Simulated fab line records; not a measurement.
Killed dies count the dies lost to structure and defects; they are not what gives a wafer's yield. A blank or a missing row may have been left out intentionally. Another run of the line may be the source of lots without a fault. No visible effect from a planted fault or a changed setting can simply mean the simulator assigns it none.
Split-lot study | flow n5Finfet | route with 1938 steps; 7 lots, 21 wafers read

## ABOUT THE SPLIT
At N5_BEOL_M7_TRENCH_ETCH_37 (etches SiCOH lowk in C4F6/O2, target depth 93.478 nm, time 31.2 s), the setting sourceW was moved away from the recipe's 345 W on 7 of the 21 wafers read, by -14.6% to +17.4%. For the rest of the wafers, this setting stayed at what the recipe calls for.

The reading comes from the split's own step.

## THE READING
rfVppV, in V, at N5_BEOL_M7_TRENCH_ETCH_37 (etches SiCOH lowk in C4F6/O2, target depth 93.478 nm, time 31.2 s). Typical for fault-free wafers on this fab line: 669 V, with standard deviation 9 V.

wafer  | tool, chamber at the split | sourceW as run, W | against the recipe | rfVppV, V | against lot-mates on the recipe
L078.1 | rieDiel-06, 1              | 294.7             | -14.6%             | 710       | +46
L078.3 | rieDiel-06, 2              | 294.7             | -14.6%             | 734       | +70
L078.4 | rieDiel-06, 0              | 345               | recipe             | 664       | -
L079.2 | rieDiel-03, 1              | 345               | recipe             | 671       | -
L079.5 | rieDiel-03, 1              | 345               | recipe             | 672       | -
L079.6 | rieDiel-03, 2              | 401.7             | +16.4%             | 609       | -62
L081.3 | rieDiel-01, 3              | 387.6             | +12.3%             | 633       | -38
L081.5 | rieDiel-01, 1              | 345               | recipe             | 665       | -
L081.6 | rieDiel-01, 2              | 345               | recipe             | 676       | -
L083.3 | rieDiel-01, 1              | 345               | recipe             | 664       | -
L083.4 | rieDiel-01, 0              | 345               | recipe             | 680       | -
L083.5 | rieDiel-01, 2              | 405.1             | +17.4%             | 623       | -49
L085.3 | rieDiel-01, 1              | 405.2             | +17.4%             | 612       | -58
L085.4 | rieDiel-01, 2              | 405.2             | +17.4%             | 623       | -47
L085.5 | rieDiel-01, 3              | 345               | recipe             | 670       | -
L090.1 | rieDiel-06, 2              | 345               | recipe             | 677       | -
L090.3 | rieDiel-06, 3              | 345               | recipe             | 675       | -
L090.4 | rieDiel-06, 0              | 345               | recipe             | 664       | -
L095.4 | rieDiel-03, 2              | 345               | recipe             | 659       | -
L095.5 | rieDiel-03, 1              | 345               | recipe             | 671       | -
L095.6 | rieDiel-03, 2              | 345               | recipe             | 658       | -

THE FIT
A straight line over all 21 wafers: rfVppV changes by -3.21 V for each +1% of sourceW; r = -0.97; the points scatter about the line by 7.9 V.
The same after taking each lot's own level away (the mean of its wafers on the recipe; 21 wafers): -3.39 V for each +1%; r = -0.97; scatter 7.5 V.
On that fit, the largest move of sourceW shifts the reading by 59 V.
Across the lots, their own levels run from 662.7 to 672.0 V, a range of 1.0 times the standard deviation given above.
So the lot-to-lot level changes the slope little: the two slopes agree.
Check: -57.1 V against its lot-mates is what the line predicts for one of the wafers moved furthest among these (+17.4%) when that wafer is left out of the fit. Against them it came out at -58 V.
Tool readings at the split's step, against how far the setting was moved: rfVppV r = -0.97.

## THESE WAFERS: OTHER SPLITS
These wafers also went through other splits before the reading. Each is held against what the fit with the lots' levels taken away leaves over:
other split on the same wafers | wafers away from the commonest value | r with rfVppV (lot level and that fit taken away)
N5_BEOL_M7_DESCUM_33 timeS     | 4                                    | +0.10

## FILE'S OWN FIT
rfVppV changes by -3.32 V for each +1% of sourceW, r = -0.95.
